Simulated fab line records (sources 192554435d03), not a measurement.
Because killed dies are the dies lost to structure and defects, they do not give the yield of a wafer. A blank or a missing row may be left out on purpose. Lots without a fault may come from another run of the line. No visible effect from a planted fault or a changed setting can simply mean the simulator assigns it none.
fab line records ; flow n5_finfet
record lots=7; wafers=21
route steps=1938 shown BEOL_M3@960 BEOL_M4@1028 BEOL_M5@1120 BEOL_M6@1212
start_h: the number of hours between the record's first day and the start of the first shown wafer of the lot ; wait_h: hours elapsed since this lot's preceding step ; " identical to the entry in the row above ; L1.1+2: a row that stands for several wafers ; - value missing, or start not given ; * or withheld: withheld ; < > ~ a bound
route shown NAME@n: a module of which the file shows steps, and the number in the route of the first ; usual: the fault-free wafers' mean and standard deviation ; same: alike in all rows ; chamber/n: place in a boat ; sites: the reading at each site ; _std_site: standard deviation of those values ; _edge_site: outer sites' mean less inner sites' ; radius_mm: how far each site lies from the wafer's centre ; mask NAME#n: copy n ; behind: the most recent tool/chamber to have shaped the wafer ; hold: reason for holding the lot/hours on hold/outcome of the hold ; device: which transistor (n, p or np) failed to switch ; end of line: the same wafers' tests at the end of the route ; step lacking rows: just its recipe ; killed: the dies lost at the first sort to structure and to defects; this is not the yield of the wafer ; map: shows each die of a wafer: x if killed, . if not, _ if none is there
set.NAME: the run value of the setting; set.NAME@STEP: its run value at that earlier step ; model.NAME: the simulator's own value behind a step, which no gauge read
lots whose settings were changed on purpose; a table a step, a row a wafer
## steps
# step N5_BEOL_M3_COAT_22
# recipe resist=CAR-EUV; spin_rpm=1500; resist_thk_nm=30
lot.wafer;tool;chamber;start_h;wait_h;set.spin_rpm;model.CAR-EUV_of_BEOL_M3_COAT_22.thk_nm
L076.3+6;litho_track-03;0;-;-;1643;28.6
L076.4;litho_track-03;0;-;-;1500;30
L079.1;litho_track-01;0;-;-;1500;30
L079.2+5;litho_track-01;0;-;-;1370;31.4
L078.1+2+5;litho_track-01;0;-;-;1579;29.2
L081.1;litho_track-05;0;-;-;1500;30.2
L081.2+4;litho_track-05;0;-;-;1343;31.8
L082.2;litho_track-05;0;-;-;1500;30.2
L082.3;litho_track-05;0;-;-;1371;31.6
L082.5;litho_track-05;0;-;-;1371;31.4
L084.2+3+5;litho_track-01;0;-;-;1500;30
L095.2+5;litho_track-01;0;-;-;1611;29
L095.3;litho_track-01;0;-;-;1500;30
# step N5_BEOL_M3_EBR_24
# recipe solvent=PGMEA; ebr_width_mm=1.5
# step N5_BEOL_M3_SOFTBAKE_23
# recipe temp_c=110; time_s=60; resist=CAR-EUV
# step N5_BEOL_M3_EXPOSE_25
# recipe mask_id=V2; na=0.33; source_shape=quasar; sigma_inner=0.2; sigma_outer=0.8; polarization=unpolarized; defocus_nm=5; dose_mj=63
# step N5_BEOL_M3_PEB_26
# recipe peb_temp_c=100; peb_time_s=60; resist=CAR-EUV
# step N5_BEOL_M3_DEVELOP_27
# recipe develop_time_s=30; developer=TMAH; resist=CAR-EUV; rinse_liquid=surfactant_rinse; dry=air_spin; dev_temp_c=23
lot.wafer;tool;chamber;start_h;wait_h;set.spin_rpm@BEOL_M3_COAT_22;model.CAR-EUV_of_BEOL_M3_COAT_22.thk_nm
L076.3;litho_track-03;0;-;-;1643;28.2
L076.4;litho_track-03;0;-;-;1500;29.6
L076.6;litho_track-03;0;-;-;1643;28
L079.1;litho_track-01;0;-;-;1500;29.6
L079.2+5;litho_track-01;0;-;-;1370;31
L078.1+5;litho_track-01;0;-;-;1579;28.8
L078.2;litho_track-01;0;-;-;1579;28.6
L081.1;litho_track-03;0;-;-;1500;29.6
L081.2+4;litho_track-03;0;-;-;1343;31.4
L082.2;litho_track-05;0;-;-;1500;29.8
L082.3+5;litho_track-05;0;-;-;1371;31
L084.2;litho_track-01;0;-;-;1500;29.6
L084.3+5;litho_track-01;0;-;-;1500;29.4
L095.2+5;litho_track-03;0;-;-;1611;28.4
L095.3;litho_track-03;0;-;-;1500;29.4
# step N5_BEOL_M3_ALD_98
# recipe material=SiO2; target_thk_a=25; temp_c=100; ald_precursor_family=BDEAS; ald_co_reactant=O2-plasma; pulse_time_s=1; co_reactant_pulse_time_s=1; purge_time_s=2; co_reactant_purge_time_s=2; ald_cycles=17; pressure_torr=2
# step N5_BEOL_M3_ETCHBACK_99
# recipe chemistry=CHF3; target=SiO2; target_depth_a=50; time_s=10.4; source_w=215; bias_w=47; Ar_flow_sccm=200; CHF3_flow_sccm=12; ion_energy_ev=100; pressure_mtorr=30
# step N5_BEOL_M3_ETCH_70
# recipe chemistry=N2/H2; target=SOC; target_depth_a=800; overetch_a=160; mask_material=SiARC; temp_c=40; time_s=120; ion_energy_ev=200; pressure_mtorr=30; source_w=840; bias_w=150; n2_flow_sccm=200; h2_flow_sccm=200
lot.wafer;tool;chamber;start_h;wait_h;set.spin_rpm@BEOL_M3_COAT_67;model.etch.depth_nm
L076.3;rie_diel-06;0;190.52;0.0;1452;60.97
L076.4;rie_diel-06;3;190.52;0.0;1452;60.72
L076.6;rie_diel-06;2;190.52;0.0;1500;60.07
L079.1;rie_diel-06;0;198.78;0.0;1423;61.34
L079.2;rie_diel-06;1;198.78;0.0;1423;61.55
L079.5;rie_diel-06;0;198.78;0.0;1500;59.83
L078.1;rie_diel-06;0;203.78;0.0;1500;59.99
L078.2;rie_diel-06;2;203.78;0.0;1500;60.14
L078.5;rie_diel-06;2;203.78;0.0;1500;60.16
L081.1;rie_diel-01;0;220.85;0.0;1500;60.33
L081.2;rie_diel-01;3;220.85;0.0;1405;62.4
L081.4;rie_diel-01;2;220.85;0.0;1500;60.39
L082.2;rie_diel-01;1;230.04;0.0;1500;59.96
L082.3;rie_diel-01;3;230.04;0.0;1500;60.05
L082.5;rie_diel-01;0;230.04;0.0;1500;59.89
L084.2;rie_diel-06;2;236.40;0.0;1500;59.94
L084.3;rie_diel-06;0;236.40;0.0;1500;59.87
L084.5;rie_diel-06;3;236.40;0.0;1500;59.98
L095.2;rie_diel-04;0;297.61;0.0;1500;60.16
L095.3;rie_diel-04;1;297.61;0.0;1500;59.88
L095.5;rie_diel-04;1;297.61;0.0;1567;58.6
# step N5_BEOL_M4_COAT_05
# recipe resist=CAR-EUV; spin_rpm=1500; resist_thk_nm=30
lot.wafer;tool;chamber;start_h;wait_h;set.spin_rpm;model.CAR-EUV_of_BEOL_M4_COAT_05.thk_nm
L076.3;litho_track-05;0;-;-;1500;30.2
L076.4+6;litho_track-05;0;-;-;1500;30
L079.1+5;litho_track-05;0;-;-;1376;31.4
L079.2;litho_track-05;0;-;-;1500;30.2
L078.1+2;litho_track-04;0;-;-;1500;30.2
L078.5;litho_track-04;0;-;-;1650;28.6
L081.1;litho_track-04;0;-;-;1500;30
L081.2+4;litho_track-04;0;-;-;1627;28.8
L082.2+3+5;litho_track-05;0;-;-;1500;30
L084.2+3+5;litho_track-02;0;-;-;1500;30
L095.2;litho_track-05;0;-;-;1426;30.8
L095.3;litho_track-05;0;-;-;1500;30
L095.5;litho_track-05;0;-;-;1500;30.2
# step N5_BEOL_M4_EBR_07
# recipe solvent=PGMEA; ebr_width_mm=1.5
# step N5_BEOL_M4_SOFTBAKE_06
# recipe temp_c=110; time_s=60; resist=CAR-EUV
# step N5_BEOL_M4_DESCUM_16
# recipe chemistry=O2; time_s=7; source_power_w=50; bias_power_w=20; pressure_mtorr=20; rf_frequency_hz=2.712e+07; temp_c=40; resist=CAR-EUV; o2_flow_sccm=225
lot.wafer;tool;chamber;start_h;wait_h;set.spin_rpm@BEOL_M4_COAT_05;model.CAR-EUV_of_BEOL_M4_COAT_05.thk_nm
L076.3+6;rie_diel-05;1,2;196.07;0.0;1500;26.2
L076.4;rie_diel-05;0;196.07;0.0;1500;26
L079.1+5;rie_diel-05;0,2;205.73;0.0;1376;27.4
L079.2;rie_diel-05;1;205.73;0.0;1500;26.2
L078.1;rie_diel-02;1;210.04;0.0;1500;26
L078.2;rie_diel-02;2;210.04;0.0;1500;26.2
L078.5;rie_diel-02;3;210.04;0.0;1650;24.8
L081.1;rie_diel-05;1;227.49;0.0;1500;26.2
L081.2+4;rie_diel-05;2,3;227.49;0.0;1627;25
L082.2+3+5;rie_diel-02;3,0,1;238.33;0.9;1500;26
L084.2+3;rie_diel-02;2,0;244.75;1.1;1500;26
L084.5;rie_diel-02;3;244.75;1.1;1500;26.2
L095.2;rie_diel-02;0;303.40;0.0;1426;27
L095.3;rie_diel-02;1;303.40;0.0;1500;26
L095.5;rie_diel-02;0;303.40;0.0;1500;26.2
# step N5_BEOL_M4_COAT_76
# recipe resist=underlayer; temp_c=205; time_s=60; spin_rpm=1500; resist_thk_nm=5
lot.wafer;tool;chamber;start_h;wait_h;set.spin_rpm
L076.3+4;litho_track-05;0;-;-;1657
L076.6;litho_track-05;0;-;-;1500
L079.1+5;litho_track-05;0;-;-;1554
L079.2;litho_track-05;0;-;-;1500
L078.1+2;litho_track-02;0;-;-;1648
L078.5;litho_track-02;0;-;-;1500
L081.1;litho_track-05;0;-;-;1636
L081.2+4;litho_track-05;0;-;-;1500
L082.2+3;litho_track-02;0;-;-;1556
L082.5;litho_track-02;0;-;-;1500
L084.2+3+5;litho_track-04;0;-;-;1500
L095.2;litho_track-02;0;-;-;1434
L095.3+5;litho_track-02;0;-;-;1500
# step N5_BEOL_M4_DESCUM_33
# recipe chemistry=O2; time_s=7; source_power_w=50; bias_power_w=20; pressure_mtorr=20; rf_frequency_hz=2.712e+07; temp_c=40; resist=CAR-EUV; o2_flow_sccm=225
lot.wafer;tool;chamber;start_h;wait_h;set.time_s;model.CAR-EUV_of_BEOL_M4_COAT_22.thk_nm
L076.3;rie_diel-05;3;197.07;0.0;5.579;26.8
L076.4;rie_diel-05;0;197.07;0.0;7;26
L076.6;rie_diel-05;0;197.07;0.0;5.579;26.6
L079.1+2+5;rie_diel-03;0,1,3;206.64;0.0;7;26.2
L078.1;rie_diel-03;3;210.91;0.0;6.232;26.6
L078.2+5;rie_diel-03;0,3;210.91;0.0;7;26.2
L081.1+2;rie_diel-02;0,3;228.75;0.3;7;26.2
L081.4;rie_diel-02;2;228.75;0.3;7;26
L082.2;rie_diel-05;1;240.62;1.2;7.395;25.8
L082.3;rie_diel-05;2;240.62;1.2;7.395;26
L082.5;rie_diel-05;3;240.62;1.2;7;26.2
L084.2+3+5;rie_diel-02;0,3,0;246.44;0.8;7;26
L095.2;rie_diel-02;0;304.56;0.3;8.31;25.6
L095.3+5;rie_diel-02;2,3;304.56;0.3;7;26.2
# step N5_BEOL_M4_ETCH_77
# recipe chemistry=N2/H2; target=underlayer; target_depth_a=65; mask_material=CAR-EUV; time_s=5.2; ion_energy_ev=200; pressure_mtorr=30; source_w=840; bias_w=150; n2_flow_sccm=200; h2_flow_sccm=200; ends=cleared
lot.wafer;tool;chamber;start_h;wait_h;set.spin_rpm@BEOL_M4_COAT_76;model.etch.depth_nm
L076.3;rie_diel-05;3;197.11;0.0;1657;4.762
L076.4;rie_diel-05;0;197.11;0.0;1657;4.759
L076.6;rie_diel-05;0;197.11;0.0;1500;4.993
L079.1;rie_diel-03;0;206.68;0.0;1554;4.901
L079.2;rie_diel-03;1;206.68;0.0;1500;4.997
L079.5;rie_diel-03;3;206.68;0.0;1554;4.899
L078.1;rie_diel-03;3;210.95;0.0;1648;4.781
L078.2;rie_diel-03;0;210.95;0.0;1648;4.783
L078.5;rie_diel-03;3;210.95;0.0;1500;5.008
L081.1;rie_diel-02;0;228.79;0.0;1636;4.791
L081.2;rie_diel-02;3;228.79;0.0;1500;4.989
L081.4;rie_diel-02;2;228.79;0.0;1500;4.992
L082.2;rie_diel-05;1;240.65;0.0;1556;4.926
L082.3;rie_diel-05;2;240.65;0.0;1556;4.932
L082.5;rie_diel-05;3;240.65;0.0;1500;5.034
L084.2;rie_diel-02;0;246.47;0.0;1500;5.013
L084.3;rie_diel-02;3;246.47;0.0;1500;5.02
L084.5;rie_diel-02;0;246.47;0.0;1500;5.024
L095.2;rie_diel-02;0;304.59;0.0;1434;5.095
L095.3;rie_diel-02;2;304.59;0.0;1500;5.005
L095.5;rie_diel-02;3;304.59;0.0;1500;4.996
# step N5_BEOL_M4_ETCH_69
# recipe chemistry=CF4; target=SiARC; target_depth_a=156; mask_material=CAR-EUV; time_s=26; ion_energy_ev=80; pressure_mtorr=40; source_w=545; bias_w=36; Ar_flow_sccm=100; cf4_flow_sccm=100; ends=cleared
lot.wafer;tool;chamber;start_h;wait_h;set.time_s@BEOL_M4_DESCUM_33;model.CAR-EUV_of_BEOL_M4_COAT_22.thk_nm
L076.3;rie_diel-05;3;197.13;0.0;5.579;12.2
L076.4;rie_diel-05;0;197.13;0.0;7;11.4
L076.6;rie_diel-05;0;197.13;0.0;5.579;11.8
L079.1+5;rie_diel-03;0,3;206.69;0.0;7;11.4
L079.2;rie_diel-03;1;206.69;0.0;7;11.2
L078.1;rie_diel-03;3;210.96;0.0;6.232;12
L078.2;rie_diel-03;0;210.96;0.0;7;11.6
L078.5;rie_diel-03;3;210.96;0.0;7;11.4
L081.1+2;rie_diel-02;0,3;228.81;0.0;7;11.4
L081.4;rie_diel-02;2;228.81;0.0;7;11.2
L082.2;rie_diel-05;1;240.67;0.0;7.395;11
L082.3;rie_diel-05;2;240.67;0.0;7.395;11.2
L082.5;rie_diel-05;3;240.67;0.0;7;11.2
L084.2+5;rie_diel-02;0;246.49;0.0;7;11
L084.3;rie_diel-02;3;246.49;0.0;7;11.2
L095.2;rie_diel-02;0;304.61;0.0;8.31;10.6
L095.3;rie_diel-02;2;304.61;0.0;7;11.2
L095.5;rie_diel-02;3;304.61;0.0;7;11.4
# step N5_BEOL_M5_COAT_05
# recipe resist=CAR-EUV; spin_rpm=1500; resist_thk_nm=30
lot.wafer;tool;chamber;start_h;wait_h;set.spin_rpm;model.CAR-EUV_of_BEOL_M5_COAT_05.thk_nm
L076.3;litho_track-04;0;-;-;1568;29.2
L076.4;litho_track-04;0;-;-;1568;29.4
L076.6;litho_track-04;0;-;-;1500;30
L079.1+2;litho_track-03;0;-;-;1569;29.2
L079.5;litho_track-03;0;-;-;1500;30
L078.1;litho_track-03;0;-;-;1500;29.8
L078.2;litho_track-03;0;-;-;1660;28.6
L078.5;litho_track-03;0;-;-;1660;28.4
L081.1+4;litho_track-03;0;-;-;1434;30.6
L081.2;litho_track-03;0;-;-;1500;29.8
L082.2+5;litho_track-01;0;-;-;1500;29.8
L082.3;litho_track-01;0;-;-;1435;30.6
L084.2+3+5;litho_track-04;0;-;-;1500;30
L095.2+3;litho_track-01;0;-;-;1500;29.8
L095.5;litho_track-01;0;-;-;1588;29
# step N5_BEOL_M5_EXPOSE_08
# recipe mask_id=M5; na=0.33; source_shape=annular; sigma_inner=0.4; sigma_outer=0.8; polarization=unpolarized; target_cd_nm=28; dose_mj=35.75
lot.wafer;tool;chamber;start_h;wait_h;mask;set.dose_mj
L076.3;euv_scanner-01;0;212.07;-;M5#0;35.75
L076.4+6;euv_scanner-01;0;212.07;-;M5#0;38.19
L079.1;euv_scanner-02;0;230.73;-;M5#0;34.19
L079.2+5;euv_scanner-02;0;230.73;-;M5#0;35.75
L078.1+2+5;euv_scanner-02;0;234.29;-;M5#0;35.75
L081.1+2+4;euv_scanner-02;0;238.52;-;M5#0;35.75
L082.2+3+5;euv_scanner-02;0;266.17;-;M5#0;35.75
L084.2+3+5;euv_scanner-02;0;269.27;-;M5#0;35.75
L095.2+3+5;euv_scanner-02;0;338.37;-;M5#0;35.75
# step N5_BEOL_M5_PEB_09
# recipe peb_temp_c=100; peb_time_s=60; resist=CAR-EUV
# step N5_BEOL_M5_DEVELOP_10
# recipe develop_time_s=30; developer=TMAH; resist=CAR-EUV; rinse_liquid=surfactant_rinse; dry=air_spin; dev_temp_c=23
# step N5_BEOL_M5_CD_MEAS_11
# recipe target_cd_nm=27.74; landing_energy_ev=500; detector=se_inlens
# usual cd_nm=28.00/0.28
lot.wafer;tool;chamber;start_h;wait_h;set.dose_mj@BEOL_M5_EXPOSE_08;cd_nm
L076.3;cd_sem-02;0;212.19;-;35.75;27.85
L076.4;cd_sem-02;0;212.19;-;38.19;29.32
L076.6;cd_sem-02;0;212.19;-;38.19;29.41
L079.1;cd_sem-01;0;230.85;-;34.19;27.03
L079.2;cd_sem-01;0;230.85;-;35.75;28.08
L079.5;cd_sem-01;0;230.85;-;35.75;28.26
L078.1;cd_sem-03;0;234.42;-;35.75;27.88
L078.2;cd_sem-03;0;234.42;-;35.75;27.61
L078.5;cd_sem-03;0;234.42;-;35.75;27.81
L081.1;cd_sem-03;0;238.64;-;35.75;27.85
L081.2;cd_sem-03;0;238.64;-;35.75;27.42
L081.4;cd_sem-03;0;238.64;-;35.75;27.60
L082.2;cd_sem-01;0;266.30;-;35.75;27.79
L082.3;cd_sem-01;0;266.30;-;35.75;27.81
L082.5;cd_sem-01;0;266.30;-;35.75;28.26
L084.2;cd_sem-02;0;269.40;-;35.75;28.16
L084.3;cd_sem-02;0;269.40;-;35.75;28.12
L084.5;cd_sem-02;0;269.40;-;35.75;27.57
L095.2;cd_sem-02;0;338.49;-;35.75;28.16
L095.3;cd_sem-02;0;338.49;-;35.75;27.81
L095.5;cd_sem-02;0;338.49;-;35.75;28.02
# step N5_BEOL_M5_DESCUM_16
# recipe chemistry=O2; time_s=7; source_power_w=50; bias_power_w=20; pressure_mtorr=20; rf_frequency_hz=2.712e+07; temp_c=40; resist=CAR-EUV; o2_flow_sccm=225
lot.wafer;tool;chamber;start_h;wait_h;set.spin_rpm@BEOL_M5_COAT_05;set.dose_mj@BEOL_M5_EXPOSE_08;model.CAR-EUV_of_BEOL_M5_COAT_05.thk_nm;model.BEOL_M5.cd_nm
L076.3;rie_diel-04;2;212.31;0.0;1568;35.75;25.2;27.8
L076.4;rie_diel-04;3;212.31;0.0;1568;38.19;25.4;29.2
L076.6;rie_diel-04;0;212.31;0.0;1500;38.19;26;29
L079.1;rie_diel-06;0;231.36;0.4;1569;34.19;25.2;27
L079.2;rie_diel-06;3;231.36;0.4;1569;35.75;25.2;28
L079.5;rie_diel-06;2;231.36;0.4;1500;35.75;26;28.2
L078.1;rie_diel-04;0;234.54;0.0;1500;35.75;26;27.4
L078.2;rie_diel-04;3;234.54;0.0;1660;35.75;24.6;27.8
L078.5;rie_diel-04;3;234.54;0.0;1660;35.75;24.4;27.6
L081.1;rie_diel-01;1;238.77;0.0;1434;35.75;26.8;27.8
L081.2;rie_diel-01;2;238.77;0.0;1500;35.75;25.8;27.6
L081.4;rie_diel-01;2;238.77;0.0;1434;35.75;26.6;27.8
L082.2;rie_diel-01;2;266.66;0.3;1500;35.75;25.8;28.2
L082.3;rie_diel-01;0;266.66;0.3;1435;35.75;26.6;27.6
L082.5;rie_diel-01;3;266.66;0.3;1500;35.75;26;27.8
L084.2;rie_diel-01;2;269.53;0.0;1500;35.75;26;28.2
L084.3;rie_diel-01;3;269.53;0.0;1500;35.75;26.2;28.2
L084.5;rie_diel-01;0;269.53;0.0;1500;35.75;26.2;27.8
L095.2;rie_diel-04;1;338.61;0.0;1500;35.75;25.8;28
L095.3;rie_diel-04;3;338.61;0.0;1500;35.75;25.8;27.6
L095.5;rie_diel-04;0;338.61;0.0;1588;35.75;25;27.8
# step N5_BEOL_M6_ETCH_62
# recipe chemistry=N2/H2; target=SOC; target_depth_a=1100; overetch_a=220; mask_material=SiARC; temp_c=40; time_s=165; ion_energy_ev=200; pressure_mtorr=30; source_w=840; bias_w=150; n2_flow_sccm=200; h2_flow_sccm=200
lot.wafer;tool;chamber;start_h;wait_h;set.time_s;model.SiARC_of_BEOL_M6_COAT_60.thk_nm
L076.3+6;rie_diel-02;3,0;222.82;0.0;165;28.2
L076.4;rie_diel-02;0;222.82;0.0;151;28.6
L079.1;rie_diel-05;0;244.96;0.0;198.4;27
L079.2;rie_diel-05;1;244.96;0.0;165;28
L079.5;rie_diel-05;0;244.96;0.0;165;28.2
L078.1;rie_diel-03;0;247.74;0.0;188.6;27
L078.2;rie_diel-03;3;247.74;0.0;188.6;27.6
L078.5;rie_diel-03;2;247.74;0.0;188.6;27.4
L081.1+2;rie_diel-02;3,2;253.31;0.0;165;28.2
L081.4;rie_diel-02;1;253.31;0.0;165;27.8
L082.2;rie_diel-03;3;280.07;0.0;165;28.6
L082.3;rie_diel-03;0;280.07;0.0;165;28.2
L082.5;rie_diel-03;0;280.07;0.0;144.7;29
L084.2+5;rie_diel-02;3;280.50;0.0;165;28
L084.3;rie_diel-02;1;280.50;0.0;165;27.6
L095.2;rie_diel-03;3;350.86;0.0;165;28.4
L095.3;rie_diel-03;1;350.86;0.0;165;28.6
L095.5;rie_diel-03;3;350.86;0.0;181.4;27.8
# step N5_BEOL_M6_STRIP_68
# recipe chemistry=N2/H2; temp_c=40; n2_flow_sccm=200; h2_flow_sccm=200; rf_frequency_hz=6e+07
# step N5_BEOL_M6_STRIP_67
# recipe chemistry=CF4; resist=SiARC; power_w=300; bias_power_w=75; pressure_mtorr=50; cf4_flow_sccm=150; rf_frequency_hz=6e+07
# step N5_BEOL_M6_HM_OPEN_17
# recipe chemistry=Cl2/BCl3; target_depth_a=200; overetch_a=60; target=TiN; mask_material=SOC; ion_energy_ev=150; pressure_mtorr=10; icp_w=1000; bias_w=126; Cl2_flow_sccm=53.25; bcl3_flow_sccm=21.75; Ar_flow_sccm=25
lot.wafer;tool;chamber;start_h;wait_h;set.time_s@BEOL_M6_ETCH_62;model.etch.depth_nm
L076.3;rie_metal-01;0;223.04;0.1;165;19.48
L076.4;rie_metal-01;1;223.04;0.1;151;19.75
L076.6;rie_metal-01;1;223.04;0.1;165;19.47
L079.1;rie_metal-02;0;245.16;0.1;198.4;16.92
L079.2;rie_metal-02;1;245.16;0.1;165;19.84
L079.5;rie_metal-02;0;245.16;0.1;165;19.74
L078.1;rie_metal-03;0;247.93;0.0;188.6;17.87
L078.2;rie_metal-03;1;247.93;0.0;188.6;17.6
L078.5;rie_metal-03;1;247.93;0.0;188.6;17.73
L081.1;rie_metal-02;0;253.50;0.0;165;19.86
L081.2;rie_metal-02;1;253.50;0.0;165;19.6
L081.4;rie_metal-02;1;253.50;0.0;165;20.05
L082.2+3;rie_metal-02;0,1;280.25;0.0;165;19.86
L082.5;rie_metal-02;1;280.25;0.0;144.7;19.78
L084.2;rie_metal-01;0;280.75;0.1;165;20.24
L084.3;rie_metal-01;0;280.75;0.1;165;20.12
L084.5;rie_metal-01;1;280.75;0.1;165;20.13
L095.2;rie_metal-01;1;351.05;0.0;165;19.9
L095.3;rie_metal-01;1;351.05;0.0;165;20.14
L095.5;rie_metal-01;1;351.05;0.0;181.4;18.52
# step N5_BEOL_M6_ETCH_66
# recipe chemistry=N2/H2; target=SOC; target_depth_a=800; overetch_a=160; mask_material=SiARC; temp_c=40; time_s=120; ion_energy_ev=200; pressure_mtorr=30; source_w=840; bias_w=150; n2_flow_sccm=200; h2_flow_sccm=200
# usual rf_vpp_V=524.5/2.5
lot.wafer;tool;chamber;start_h;wait_h;set.bias_w;rf_vpp_V;model.SiARC_of_BEOL_M6_COAT_64.thk_nm
L076.3;rie_diel-03;3;223.86;0.0;150;525.4;6.4
L076.4;rie_diel-03;0;223.86;0.0;159.8;544.6;5.6
L076.6;rie_diel-03;3;223.86;0.0;159.8;545.3;6
L079.1;rie_diel-05;0;247.01;0.0;170.5;570.7;5.4
L079.2;rie_diel-05;3;247.01;0.0;150;527.3;6.6
L079.5;rie_diel-05;0;247.01;0.0;170.5;570.7;5.4
L078.1;rie_diel-05;3;249.41;0.0;125.2;469.1;7.8
L078.2;rie_diel-05;1;249.41;0.0;150;521.7;6.2
L078.5;rie_diel-05;2;249.41;0.0;125.2;464.8;7.8
L081.1;rie_diel-02;2;254.86;0.0;150;527.6;6.4
L081.2;rie_diel-02;0;254.86;0.0;160.9;550.2;5.6
L081.4;rie_diel-02;1;254.86;0.0;150;523.8;6
L082.2;rie_diel-02;2;283.98;0.0;175.2;581.4;5.2
L082.3;rie_diel-02;3;283.98;0.0;150;519.6;6.2
L082.5;rie_diel-02;0;283.98;0.0;150;528.7;6.2
L084.2;rie_diel-05;3;284.49;0.0;150;524.2;6.6
L084.3;rie_diel-05;1;284.49;0.0;150;521.5;6.2
L084.5;rie_diel-05;2;284.49;0.0;150;522.6;6.4
L095.2;rie_diel-02;1;352.15;0.0;150;525.7;6
L095.3;rie_diel-02;2;352.15;0.0;150;525.4;6.4
L095.5;rie_diel-02;0;352.15;0.0;150;526.5;6.2
## key
split step=N5_BEOL_M3_COAT_22; setting=spin_rpm; stated=1500; by=wafer
response step=N5_BEOL_M3_COAT_22; reading=model.CAR-EUV_of_BEOL_M3_COAT_22.thk_nm; change=-0.15; per=1%; r=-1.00
response step=N5_BEOL_M3_DEVELOP_27; reading=model.CAR-EUV_of_BEOL_M3_COAT_22.thk_nm; change=-0.156; per=1%; r=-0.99
split step=N5_BEOL_M4_COAT_05; setting=spin_rpm; stated=1500; by=wafer
response step=N5_BEOL_M4_COAT_05; reading=model.CAR-EUV_of_BEOL_M4_COAT_05.thk_nm; change=-0.15; per=1%; r=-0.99
response step=N5_BEOL_M4_DESCUM_16; reading=model.CAR-EUV_of_BEOL_M4_COAT_05.thk_nm; change=-0.142; per=1%; r=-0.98
split step=N5_BEOL_M4_COAT_76; setting=spin_rpm; stated=1500; by=wafer
response step=N5_BEOL_M4_ETCH_77; reading=model.etch.depth_nm; change=-0.0227; per=1%; r=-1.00
split step=N5_BEOL_M4_DESCUM_33; setting=time_s; stated=7; by=wafer
response step=N5_BEOL_M4_DESCUM_33; reading=model.CAR-EUV_of_BEOL_M4_COAT_22.thk_nm; change=-0.0345; per=1%; r=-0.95
response step=N5_BEOL_M4_ETCH_69; reading=model.CAR-EUV_of_BEOL_M4_COAT_22.thk_nm; change=-0.0343; per=1%; r=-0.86
split step=N5_BEOL_M5_COAT_05; setting=spin_rpm; stated=1500; by=wafer
response step=N5_BEOL_M5_COAT_05; reading=model.CAR-EUV_of_BEOL_M5_COAT_05.thk_nm; change=-0.142; per=1%; r=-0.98
response step=N5_BEOL_M5_DESCUM_16; reading=model.CAR-EUV_of_BEOL_M5_COAT_05.thk_nm; change=-0.151; per=1%; r=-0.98
split step=N5_BEOL_M5_EXPOSE_08; setting=dose_mj; stated=35.75; by=wafer
response step=N5_BEOL_M5_CD_MEAS_11; reading=cd_nm; change=+0.234; per=1%; r=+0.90
response step=N5_BEOL_M5_DESCUM_16; reading=model.BEOL_M5.cd_nm; change=+0.208; per=1%; r=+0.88
split step=N5_BEOL_M6_ETCH_62; setting=time_s; stated=165; by=wafer
response step=N5_BEOL_M6_ETCH_62; reading=model.SiARC_of_BEOL_M6_COAT_60.thk_nm; change=-0.0547; per=1%; r=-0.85
response step=N5_BEOL_M6_HM_OPEN_17; reading=model.etch.depth_nm; shape=bent; at_lowest=19.78; at_stated=19.88; at_highest=16.92
split step=N5_BEOL_M6_ETCH_66; setting=bias_w; stated=150; by=wafer
response step=N5_BEOL_M6_ETCH_66; reading=rf_vpp_V; change=+3.3; per=1%; r=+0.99
response step=N5_BEOL_M6_ETCH_66; reading=model.SiARC_of_BEOL_M6_COAT_64.thk_nm; change=-0.0811; per=1%; r=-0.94
split outside_this_file step=N5_BEOL_M3_COAT_67 setting=spin_rpm
# split outside_this_file: this setting was split too, and the file shows its column; the key of that split is in another file
